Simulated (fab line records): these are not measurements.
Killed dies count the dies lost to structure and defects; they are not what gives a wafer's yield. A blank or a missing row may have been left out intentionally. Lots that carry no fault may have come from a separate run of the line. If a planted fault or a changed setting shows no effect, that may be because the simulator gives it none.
Matching of chambers	flow nand-harc	rie-diel-01 running NHARC_P_M0_ETCH_34: 3 sister chambers
The step etches the open film in N2/H2, target depth 40 nm, overetch 12 nm, time 43.94 s. 18 wafers are shown with their chamber, then 9 later ones without.

## WAFERS, EACH WITH ITS CHAMBER
wafer	chamber	showerhead-plenum-p-Torr (Torr)	drypump-motor-current-A (A)	rf-vpp-V (V)
L075.1	1	2.07	5.6	430.9
L075.3	3	1.93	5.6	427.3
L075.6	2	2.08	5.1	431.7
L077.1	3	1.93	5.6	427.1
L077.3	2	2.08	5.1	431.6
L077.5	3	1.93	5.6	427.8
L080.1	2	2.08	5.1	431.3
L080.4	3	1.93	5.6	428.4
L080.5	3	1.93	5.6	425.5
L083.2	2	2.08	5.1	433.4
L083.4	3	1.93	5.6	427.8
L083.5	1	2.07	5.6	433.6
L085.3	3	1.92	5.5	427.5
L085.4	2	2.08	5.1	432.8
L085.5	1	2.07	5.6	432.3
L091.2	3	1.92	5.5	427.7
L091.3	1	2.07	5.6	430.0
L091.4	2	2.08	5.1	430.6

SIGNATURES (means of the wafers above)
reading	chamber 1	chamber 2	chamber 3	scatter within a chamber
showerhead-plenum-p-Torr	2.0700	2.0800	1.9275	0.00316
drypump-motor-current-A	5.600	5.100	5.575	0.0316
rf-vpp-V	431.700	431.900	427.387	1.09
Rule: for each reading, subtract the chamber's mean from the wafer's reading, divide by that reading's scatter and square the result; add these up over the readings and take the root, which gives the wafer's distance from the chamber. The wafer belongs to the nearest chamber; if the next one is less than 2 further off, it can't be placed. How the scatter is found: for the shown wafers, subtract from each reading the mean of its chamber, square and add these, divide the total by (wafers less chambers), then take the root.

## WAFERS WITH NO CHAMBER GIVEN
wafer	showerhead-plenum-p-Torr (Torr)	drypump-motor-current-A (A)	rf-vpp-V (V)
L090.1	2.08	5.1	431.0
L090.2	1.92	5.5	427.6
L090.5	2.07	5.6	432.1
L096.1	2.08	5.1	432.6
L096.2	2.07	5.6	432.1
L096.4	1.92	5.5	427.6
L097.2	2.07	5.6	431.5
L097.3	1.92	5.5	427.3
L097.5	2.07	5.6	431.3

## WHICH CHAMBER EACH ONE RAN IN
wafer	from the rows above	in truth
L090.1	2	2
L090.2	3	3
L090.5	1	1
L096.1	2	2
L096.2	1	1
L096.4	3	3
L097.2	1	1
L097.3	3	3
L097.5	1	1
Correctly placed: 9 of 9. Not placeable from these rows: 0. Placed wrongly: 0.
